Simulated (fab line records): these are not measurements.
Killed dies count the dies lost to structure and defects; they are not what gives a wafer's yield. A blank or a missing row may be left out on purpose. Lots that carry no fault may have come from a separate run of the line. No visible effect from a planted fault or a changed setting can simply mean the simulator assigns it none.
fab line records	flow n5-finfet
record: lots: 4	wafers: 12	last-day: 18
route steps=1938 shown BEOL_M7@1281 PASSIVATION@1936
lots untouched by any fault: they come from a run of this same line in which no faults occurred
start-h: hours from the record's opening day to when the first of the lot's shown wafers began	wait-h: hours from the lot's prior step to this one	" same as the row above	L1.1+2: one row covering several wafers at once	- value missing, or start not given	* or withheld: withheld	< > ~ a bound
route shown NAME@n: a module of which the file shows steps, and the number in the route of the first	usual: average and standard deviation across the fault-free wafers	same: alike in all rows	chamber/n: place in a boat	sites: each site's reading	_std_site: standard deviation across them	_edge_site: outer sites' mean less inner sites'	radius-mm: for every site, how far away it sits from the centre of the wafer	mask NAME#n: copy n	behind: tool/chamber where the wafer was last shaped	hold: the reason the lot was held/the length of the hold in hours/how it ended	device: the n, p or np transistor that did not switch	end of line: at the end of the route, the tests of the same wafers	step lacking rows: just its recipe	killed: dies lost to structure and defects at the first sort, not the wafer's yield	map: the dies of a wafer, with x for killed, . for not killed, _ for no die there
set.NAME: the setting that was run; set.NAME@STEP: the one run at that earlier step	model.NAME: the simulator's own value behind a step, which no gauge read
a table for each step, a row for each wafer; lots at some steps of the route
services: the hour from which a tool's chamber was out of use, counted from the record's first day as start-h (under 0 if before that day), plus the number of hours and why
== steps ==
step: N5_BEOL_M7_ETCH_62
recipe: chemistry: N2/H2	target: SOC	target-depth-a: 1100	overetch-a: 220	mask-material: SiARC	temp-c: 40	time-s: 165	ion-energy-ev: 200	pressure-mtorr: 30	source-w: 840	bias-w: 150	n2-flow-sccm: 200	h2-flow-sccm: 200
step: N5_BEOL_M7_STRIP_68
recipe: chemistry: N2/H2	temp-c: 40	n2-flow-sccm: 200	h2-flow-sccm: 200	rf-frequency-hz: 6e+07
step: N5_BEOL_M7_STRIP_67
recipe: chemistry: CF4	resist: SiARC	power-w: 300	bias-power-w: 75	pressure-mtorr: 50	cf4-flow-sccm: 150	rf-frequency-hz: 6e+07
step: N5_BEOL_M7_HM_OPEN_17
recipe: chemistry: Cl2/BCl3	target-depth-a: 200	overetch-a: 60	target: TiN	mask-material: SOC	ion-energy-ev: 150	pressure-mtorr: 10	icp-w: 1000	bias-w: 126	Cl2_flow_sccm: 53.25	bcl3-flow-sccm: 21.75	Ar_flow_sccm: 25
step: N5_BEOL_M7_STRIP_19
recipe: chemistry: O2	power-w: 400	temp-c: 40	pressure-mtorr: 30	rf-frequency-hz: 6e+07	bias-power-w: 0	overash-fraction: 0.2	o2-flow-sccm: 225
step: N5_BEOL_M7_COAT_63
recipe: resist: SOC	temp-c: 250	time-s: 60	spin-rpm: 1500	resist-thk-nm: 60
step: N5_BEOL_M7_COAT_64
recipe: resist: SiARC	temp-c: 220	time-s: 60	spin-rpm: 1500	resist-thk-nm: 12
step: N5_BEOL_M7_COAT_71
recipe: resist: underlayer	temp-c: 205	time-s: 60	spin-rpm: 1500	resist-thk-nm: 5
step: N5_BEOL_M7_COAT_22
recipe: resist: CAR-EUV	spin-rpm: 1500	resist-thk-nm: 30
step: N5_BEOL_M7_EBR_24
recipe: solvent: PGMEA	ebr-width-mm: 1.5
step: N5_BEOL_M7_SOFTBAKE_23
recipe: temp-c: 110	time-s: 60	resist: CAR-EUV
step: N5_BEOL_M7_EXPOSE_25
recipe: mask-id: V6	na: 0.33	source-shape: annular	sigma-inner: 0.4	sigma-outer: 0.8	polarization: unpolarized	target-cd-nm: 40	dose-mj: 42.5
usual: exposure-dose-mJ-cm2: 42.46/0.048
same: na: 0.33	sigma-outer: 0.8
lot.wafer	tool	chamber	start-h	wait-h	mask	exposure-dose-mJ-cm2
L604.3	euv-scanner-02	0	236.89	-	V6#0	42.48
L604.4	"	0	"	"	V6#0	42.41
L604.6	"	0	"	"	V6#0	42.49
L618.3	euv-scanner-02	0	302.29	-	V6#0	41.40
L618.4	"	0	"	"	V6#0	41.43
L618.6	"	0	"	"	V6#0	41.43
L619.1	euv-scanner-02	0	308.18	-	V6#0	41.63
L619.5	"	0	"	"	V6#0	41.60
L619.6	"	0	"	"	V6#0	41.59
L622.1	euv-scanner-01	0	330.65	-	V6#0	42.49
L622.4	"	0	"	"	V6#0	42.55
L622.6	"	0	"	"	V6#0	42.46
step: N5_BEOL_M7_PEB_26
recipe: peb-temp-c: 100	peb-time-s: 60	resist: CAR-EUV
step: N5_BEOL_M7_DEVELOP_27
recipe: develop-time-s: 30	developer: TMAH	resist: CAR-EUV	rinse-liquid: surfactant-rinse	dry: air-spin	dev-temp-c: 23
step: N5_BEOL_M7_DESCUM_33
recipe: chemistry: O2	time-s: 7	source-power-w: 50	bias-power-w: 20	pressure-mtorr: 20	rf-frequency-hz: 2.712e+07	temp-c: 40	resist: CAR-EUV	o2-flow-sccm: 225
usual: bias-power-w: 20.00/0.052	chamber-pressure-mTorr: 20.000/0.018	drypump-motor-current-A: 5.5/0.51	o2-flow-sccm: 225.0/0.64	oes-product-au: 0.76/0.067	rf-vpp-V: 242.8/1.6	showerhead-plenum-p-Torr: 2.07/0.092	throttle-valve-pct: 20.34/0.17
lot.wafer	tool	chamber	start-h	wait-h	bias-power-w	chamber-pressure-mTorr	drypump-motor-current-A	o2-flow-sccm	oes-product-au	rf-hours-counter-h	rf-vpp-V	showerhead-plenum-p-Torr	throttle-valve-pct	model.BEOL_M7.cd-nm
L604.3	rie-diel-01	1	237.25	0.2	20.03	19.992	4.7	225.0	0.70	-	244.4	2.16	20.63	40
L604.4	"	0	"	"	19.91	19.983	5.4	224.2	0.77	-	240.2	1.93	20.26	40
L604.6	"	1	"	"	20.06	20.001	4.7	225.0	0.70	-	243.6	2.16	20.66	40
L618.3	rie-diel-02	0	302.54	0.0	19.96	20.009	5.2	225.7	0.82	83	243.7	2.21	20.19	39.6
L618.4	"	1	"	"	20.03	19.994	6.3	225.6	0.75	185	242.2	1.99	20.30	39.6
L618.6	"	0	"	"	20.01	20.023	5.3	225.3	0.83	-	244.6	2.21	20.18	39.8
L619.1	rie-diel-06	3	308.58	0.2	20.08	19.991	5.5	225.3	0.94	10	245.3	2.23	20.04	39.4
L619.5	"	0	"	"	19.99	19.988	5.5	224.9	0.70	-	244.9	2.07	20.75	39.8
L619.6	"	1	"	"	20.05	20.004	5.0	224.0	0.73	-	241.8	2.00	20.52	39.6
L622.1	rie-diel-01	2	330.92	0.0	19.97	19.983	6.3	222.7	0.68	208	244.1	2.08	20.38	40
L622.4	"	1	"	"	19.90	20.006	4.7	225.3	0.67	242	242.7	2.14	20.72	40
L622.6	"	3	"	"	20.06	19.985	5.7	225.1	0.93	-	243.1	2.05	20.07	40
step: N5_BEOL_M7_ETCH_72
recipe: chemistry: N2/H2	target: underlayer	target-depth-a: 65	mask-material: CAR-EUV	time-s: 5.2	ion-energy-ev: 200	pressure-mtorr: 30	source-w: 840	bias-w: 150	n2-flow-sccm: 200	h2-flow-sccm: 200	ends: cleared
step: N5_BEOL_M7_ETCH_65
recipe: chemistry: CF4	target: SiARC	target-depth-a: 156	mask-material: CAR-EUV	time-s: 26	ion-energy-ev: 80	pressure-mtorr: 40	source-w: 545	bias-w: 36	Ar_flow_sccm: 100	cf4-flow-sccm: 100	ends: cleared
step: N5_BEOL_M7_ETCH_66
recipe: chemistry: N2/H2	target: SOC	target-depth-a: 800	overetch-a: 160	mask-material: SiARC	temp-c: 40	time-s: 120	ion-energy-ev: 200	pressure-mtorr: 30	source-w: 840	bias-w: 150	n2-flow-sccm: 200	h2-flow-sccm: 200
step: N5_BEOL_M7_STRIP_69
recipe: chemistry: N2/H2	temp-c: 40	n2-flow-sccm: 200	h2-flow-sccm: 200	rf-frequency-hz: 6e+07
step: N5_BEOL_M7_STRIP_73
recipe: chemistry: N2/H2	temp-c: 40	n2-flow-sccm: 200	h2-flow-sccm: 200	rf-frequency-hz: 6e+07
step: N5_BEOL_M7_VIA_ETCH_34
recipe: chemistry: C4F6/O2	target: SiCOH_lowk	target-depth-a: 1255	mask-material: SOC	taper-deg: 4	time-s: 50.5	ion-energy-ev: 250	pressure-mtorr: 30	source-w: 345	bias-w: 185	Ar_flow_sccm: 300	C4F6_flow_sccm: 10	O2_flow_sccm: 10
usual: C4F6_flow_sccm: 10.00/0.031	chamber-pressure-mTorr: 30.002/0.026	drypump-motor-current-A: 5.5/0.51	oes_f_703_au: 0.77/0.066	oes_o_777_au: 0.77/0.067	oes-product-au: 0.76/0.068	rf-vpp-V: 664/6	showerhead-plenum-p-Torr: 2.82/0.12	throttle-valve-pct: 20.81/0.2
lot.wafer	tool	chamber	start-h	wait-h	C4F6_flow_sccm	chamber-pressure-mTorr	drypump-motor-current-A	oes_f_703_au	oes_o_777_au	oes-product-au	rf-hours-counter-h	rf-vpp-V	showerhead-plenum-p-Torr	throttle-valve-pct	model.BEOL_M7.cd-nm
L604.3	rie-diel-01	1	237.52	0.0	9.98	30.019	4.7	0.70	0.70	0.69	-	665	2.95	21.21	40.4
L604.4	"	0	"	"	9.99	30.011	5.4	0.79	0.79	0.77	-	659	2.64	20.73	40
L604.6	"	1	"	"	9.98	29.991	4.7	0.70	0.70	0.69	-	666	2.95	21.23	40
L618.3	rie-diel-02	0	302.72	0.0	10.01	30.001	5.3	0.82	0.83	0.82	83	668	2.99	20.62	39.4
L618.4	"	1	"	"	9.95	29.976	6.3	0.76	0.76	0.75	185	658	2.72	20.72	39.4
L618.6	"	0	"	"	10.03	30.012	5.3	0.82	0.82	0.82	-	670	2.99	20.60	39.8
L619.1	rie-diel-06	3	308.76	0.0	10.01	30.019	5.6	0.93	0.95	0.94	10	671	3.03	20.49	39.4
L619.5	"	0	"	"	10.04	29.994	5.5	0.69	0.68	0.69	-	678	2.83	21.32	39.8
L619.6	"	1	"	"	9.99	30.010	4.9	0.76	0.75	0.73	-	653	2.72	20.97	39.4
L622.1	rie-diel-01	2	331.10	0.0	10.02	29.979	6.3	0.70	0.70	0.69	208	666	2.81	20.77	40.2
L622.4	"	1	"	"	9.98	30.026	4.7	0.68	0.68	0.67	242	665	2.93	21.27	40
L622.6	"	3	"	"	9.95	30.048	5.8	0.94	0.93	0.94	-	669	2.80	20.65	40
step: N5_BEOL_M7_STRIP_76
recipe: chemistry: C4F6/O2	resist: SiARC	rf-frequency-hz: 6e+07
step: N5_PASSIVATION_PROBE_49
usual: defect-limited-yield: 91.2/1.4	killed_at_M0_to_M3: 35/11	killed_at_M4_up: 12/4.2	killed-at-contacts: 13/5.6	killed-at-front-end: 40/12	killed-at-other: 3.3/2.6	killed-dies: 103/17	killed-on-rim: 14/4.5	killed-open: 68/12	killed-short: 34/7.6	sort_bin_5_function: 5.1/0.95	sort_bin_6_memory: 3.3/0.68	sort-n-pass: 1077/17	sort-yield-pct: 91.2/1.4
same: gross-dies: 1180	killed-at-back-side: 0	sort_bin_4_leakage[%]: 0	sort_bin_8_speed[%]: 0
lot.wafer	tool	chamber	start-h	wait-h	defect-limited-yield[%]	killed_at_M0_to_M3	killed_at_M4_up	killed-at-contacts	killed-at-front-end	killed-at-other	killed-dies	killed-on-rim	killed-open	killed-short	sort_bin_5_function[%]	sort_bin_6_memory[%]	sort-n-pass	sort-yield-pct[%]
L618.3	prober-02	-	376.81	0.1	92.0	49	8	10	25	2	94	12	60	33	4.5	3.4	1086	92.0
L618.4	prober-02	-	376.86	0.2	89.1	47	9	12	58	3	129	21	88	40	6.5	4.0	1051	89.1
L618.6	prober-02	-	376.96	0.3	89.9	47	12	11	48	1	119	22	71	46	6.4	3.1	1061	89.9
killed by level:class
L618.3 BEOL_M0_SAQP:geometric-particle:open=13 BEOL_M0_SAQP:geometric-particle:short=11 MOL_CONTACT_COAG:geometric-particle:open=9 FIN_SAQP:geometric-particle:open=8 BEOL_M1:geometric-particle:open=8 BEOL_M3:geometric-particle:open=7 BEOL_M4:geometric-particle:open=5 FIN_SAQP:geometric-particle:short=4
L618.4 FIN_SAQP:geometric-particle:open=12 DUMMY_GATE:geometric-particle:open=12 STI_FIN_REVEAL:geometric-particle:open=10 BEOL_M0_SAQP:geometric-particle:open=10 BEOL_M0_SAQP:geometric-particle:short=10 MOL_CONTACT_COAG:geometric-particle:open=8 BEOL_M1:geometric-particle:open=8 BEOL_M3:geometric-particle:open=7
L618.6 BEOL_M0_SAQP:geometric-particle:short=17 STI_FIN_REVEAL:geometric-particle:open=14 BEOL_M0_SAQP:geometric-particle:open=13 FIN_SAQP:geometric-particle:open=8 MOL_CONTACT_COAG:geometric-particle:open=8 FIN_SAQP:geometric-particle:short=6 GATE_CUT:geometric-particle:short=6 BEOL_M2:geometric-particle:open=6
== services ==
tool	chamber	start-h	hours	kind
euv-scanner-01	-	215.63	4.6	pm
euv-scanner-02	-	220.23	1.0	pm
rie-diel-01	2	235.65	2.4	repair
rie-diel-01	3	236.99	5.4	repair
euv-scanner-02	-	242.27	17.3	pm
rie-diel-01	3	242.70	-	clean
rie-diel-01	3	242.70	-	consumable-replace:esc
rie-diel-01	3	242.70	-	consumable-replace:focus-ring
rie-diel-01	3	242.70	18.6	scheduled-down
rie-diel-01	3	242.70	18.6	vent-cycle
rie-diel-06	3	247.21	-	clean
rie-diel-06	3	247.21	-	consumable-replace:focus-ring
rie-diel-06	3	247.21	-	consumable-replace:showerhead
rie-diel-06	3	247.21	23.3	scheduled-down
euv-scanner-01	-	262.12	1.0	pm
euv-scanner-02	-	274.54	1.0	pm
rie-diel-01	0	277.94	1.8	repair
rie-diel-01	3	279.67	7.2	repair
rie-diel-02	3	292.71	8.2	repair
euv-scanner-02	0	296.11	-	calibration
rie-diel-02	2	316.58	4.0	repair
euv-scanner-01	-	318.27	1.0	pm
euv-scanner-02	-	325.93	4.7	repair
euv-scanner-02	-	330.69	1.0	pm
== key ==
first-sign: step: N5_BEOL_M7_EXPOSE_25	reading: exposure-dose-mJ-cm2	direction: down	sigmas: 20	usual: 42.46	struck: 41.51
effect none on later readings
model-effect: step: N5_BEOL_M7_DESCUM_33	value: BEOL_M7.cd-nm	without: 40.13	struck: 39.63
model-effect: step: N5_BEOL_M7_VIA_ETCH_34	value: BEOL_M7.cd-nm	without: 40.03	struck: 39.53
met-at N5_BEOL_M7_EXPOSE_25
struck-wafers L618.3,L618.4,L618.6,L619.1,L619.5,L619.6
loop-trim: step: N5_BEOL_M7_EXPOSE_25	setting: dose	lots: L619
onset-between 236.89 302.29
fault: kind: process-parameter-drift	tool: euv-scanner-02	chamber: -	onset-h: 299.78	steps: N5_BEOL_M7_EXPOSE_25	channel: dose-mj	offset: -1.0198	shape: step	acts-in: these-recipes-only	stated: 42.5
loop-trim: a control loop set the setting to another value than it would have without faults
